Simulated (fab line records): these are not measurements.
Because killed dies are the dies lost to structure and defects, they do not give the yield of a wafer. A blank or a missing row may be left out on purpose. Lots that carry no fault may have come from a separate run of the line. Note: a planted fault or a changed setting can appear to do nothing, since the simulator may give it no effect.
Which tool was responsible? ; flow nand harc ; Sampling: 15 lots, 45 wafers, 4 of 1302 route steps

== WHAT THE GAUGES READ, wafer by wafer ==
NHARC_P_START_INSPECT_01.
lot;measured;on;raw defect count
L399;day 1 20:02;defect inspect-01;2 2 2
L401;day 2 16:02;defect inspect-01;4 1 6
L403;day 3 12:02;defect inspect-02;2 4 4
L404;day 3 22:02;defect inspect-01;3 3 5
L405;day 4 08:02;defect inspect-02;5 2 2
L407;day 5 04:02;defect inspect-01;4 3 4
L408;day 5 14:02;defect inspect-01;3 1 4
L409;day 6 00:02;defect inspect-01;3 3 4
L410;day 6 10:02;defect inspect-01;4 2 6
L411;day 6 20:02;defect inspect-02;3 7 5
L413;day 7 16:02;defect inspect-01;3 3 0
L414;day 8 02:03;defect inspect-02;4 7 3
L415;day 8 12:02;defect inspect-02;3 4 5
L416;day 8 22:03;defect inspect-01;3 3 4
L418;day 9 18:03;defect inspect-01;3 4 1

NHARC_P_STI_CD_MEAS_16.
lot;measured;on;cd nm (nm)
L399;day 3 02:13;cd sem-02;199.7 200.2 204.1
L401;day 3 17:23;cd sem-03;199.7 199.4 200.6
L403;day 4 10:36;cd sem-03;201.4 202.8 201.1
L404;day 4 21:08;cd sem-03;198.2 195.0 198.7
L405;day 5 09:32;cd sem-02;191.3 194.7 196.4
L407;day 6 05:46;cd sem-01;199.9 199.3 197.1
L408;day 6 14:25;cd sem-02;195.3 202.8 199.8
L409;day 7 03:40;cd sem-01;196.7 197.4 200.6
L410;day 7 11:06;cd sem-03;200.4 203.0 200.9
L411;day 7 23:37;cd sem-01;203.3 203.5 202.1
L416;day 9 21:12;cd sem-01;197.1 204.6 200.5
L418;day 10 17:20;cd sem-01;201.0 202.8 200.9

== EACH LOT AND THE TOOL THAT RAN IT (in order: tool; ch and the chambers of the sampled wafers; start) ==
lot;NHARC_P_ZERO_WELL_EXPOSE_08;NHARC_P_ZERO_WELL_DESCUM_54
L399;krf scanner-02 ch 0, day 1 20:59;rie diel-11 ch 0,1,3, day 2 04:34
L401;krf scanner-02 ch 0, day 2 17:05;rie diel-03 ch 0,2,3, day 2 21:59
L403;krf scanner-04 ch 0, day 3 12:58;rie diel-13 ch 0,1,3, day 3 17:49
L404;krf scanner-04 ch 0, day 3 23:04;rie diel-03 ch 1,2,3, day 4 03:56
L405;krf scanner-04 ch 0, day 4 09:05;rie diel-03 ch 0,3, day 4 16:28
L407;krf scanner-02 ch 0, day 5 05:14;rie diel-13 ch 0,1,2, day 5 10:20
L408;krf scanner-01 ch 0, day 5 15:05;rie diel-03 ch 0,3, day 5 20:02
L409;krf scanner-04 ch 0, day 6 01:05;rie diel-03 ch 1,2, day 6 06:04
L410;krf scanner-01 ch 0, day 6 11:05;rie diel-13 ch 0,2,3, day 6 15:41
L411;krf scanner-04 ch 0, day 6 21:06;rie diel-03 ch 1,2,3, day 7 01:57
L413;krf scanner-01, day 7 17:05;rie diel-11 ch 0,2,3, day 7 22:08
L414;krf scanner-02, day 8 03:08;rie diel-13 ch 2,3, day 8 07:51
L415;krf scanner-04, day 8 13:07;rie diel-13 ch 0,2,3, day 8 17:59
L416;krf scanner-01 ch 0, day 8 23:07;rie diel-11 ch 0,2,3, day 9 04:07
L418;krf scanner-01 ch 0, day 9 19:07;rie diel-11 ch 0,3, day 9 23:59
- NHARC_P_ZERO_WELL_EXPOSE_08: exposes mask P ZERO, target cd 500 nm.
- NHARC_P_ZERO_WELL_DESCUM_54: chemistry O2, time 3 s.

== WHAT THE TOOLS THEMSELVES READ (means of the sampled wafers that have a number; where no wafer has one, the mark that the record gives instead) ==
NHARC_P_ZERO_WELL_EXPOSE_08.
lot;tool;exposure dose mJ cm2;focus offset nm (nm)
L399;krf scanner-02;33.79;0.7
L401;krf scanner-02;33.83;-0.7
L403;krf scanner-04;33.81;0.4
L404;krf scanner-04;33.85;0.6
L405;krf scanner-04;33.79;0.1
L407;krf scanner-02;33.80;0.6
L408;krf scanner-01;33.80;0.7
L409;krf scanner-04;33.81;-0.0
L410;krf scanner-01;33.78;0.2
L411;krf scanner-04;33.74;0.6
L413;krf scanner-01;-;-
L414;krf scanner-02;-;-
L415;krf scanner-04;-;-
L416;krf scanner-01;33.83;0.5
L418;krf scanner-01;33.76;0.6

NHARC_P_ZERO_WELL_DESCUM_54.
lot;tool;drypump motor current A (A);oes product au (a.u.);rf vpp V (V);showerhead plenum p Torr (Torr);throttle valve pct (%)
L399;rie diel-11;5.6;1.000;56.5;1.91;11.308
L401;rie diel-03;5.9;0.995;57.6;1.90;11.315
L403;rie diel-13;5.6;0.999;57.7;1.94;11.305
L404;rie diel-03;5.6;0.998;57.4;1.89;11.298
L405;rie diel-03;5.9;0.990;57.2;1.84;11.311
L407;rie diel-13;5.4;0.991;57.8;1.95;11.306
L408;rie diel-03;5.9;0.992;57.5;1.84;11.324
L409;rie diel-03;5.4;1.007;57.9;1.90;11.315
L410;rie diel-13;5.3;0.998;57.8;1.96;11.310
L411;rie diel-03;5.6;0.998;58.9;1.89;11.322
L413;rie diel-11;5.8;1.000;57.6;1.85;11.306
L414;rie diel-13;5.2;1.010;57.9;1.98;11.302
L415;rie diel-13;5.3;1.003;58.1;1.96;11.319
L416;rie diel-11;5.8;0.989;57.9;1.85;11.311
L418;rie diel-11;5.5;0.992;57.2;1.83;11.315

== THE ANSWER, worked out from the rows above alone ==
Rule: the usual values come from the lots themselves. The widest of any qualifying gaps counts: lots, ordered by their means at a reading, are off when they make up no more than a third of the lots, leave a main group of 4 or more, and stand apart from it by 3 or more times the standard deviation of that group's means. A main group whose means are all the same, to the digits that the tables above print for the reading, isn't used. Also off: a lot with no number at a reading for which 4 or more lots have one. Where the step has rows for the other lots, those lots are counted as sound. First the gauges in route order, then the tools' own readings, where a lot's mean is used as printed above. At the first step where some lot is off, the reading lying furthest off is the one used; lots without a number count as furthest.
Off: L413, L414, L415 (NHARC_P_ZERO_WELL_EXPOSE_08, exposure dose mJ cm2). Without a number there: L413, L414, L415. The main group has a mean of 33.80 with a standard deviation of 0.029.
A tool fits if, at that step or a process step before it, it ran every lot that is off, and no sound lot after the first of them. No candidate that was tried fits.

== WHAT WAS PUT IN BY THE SIMULATOR ==
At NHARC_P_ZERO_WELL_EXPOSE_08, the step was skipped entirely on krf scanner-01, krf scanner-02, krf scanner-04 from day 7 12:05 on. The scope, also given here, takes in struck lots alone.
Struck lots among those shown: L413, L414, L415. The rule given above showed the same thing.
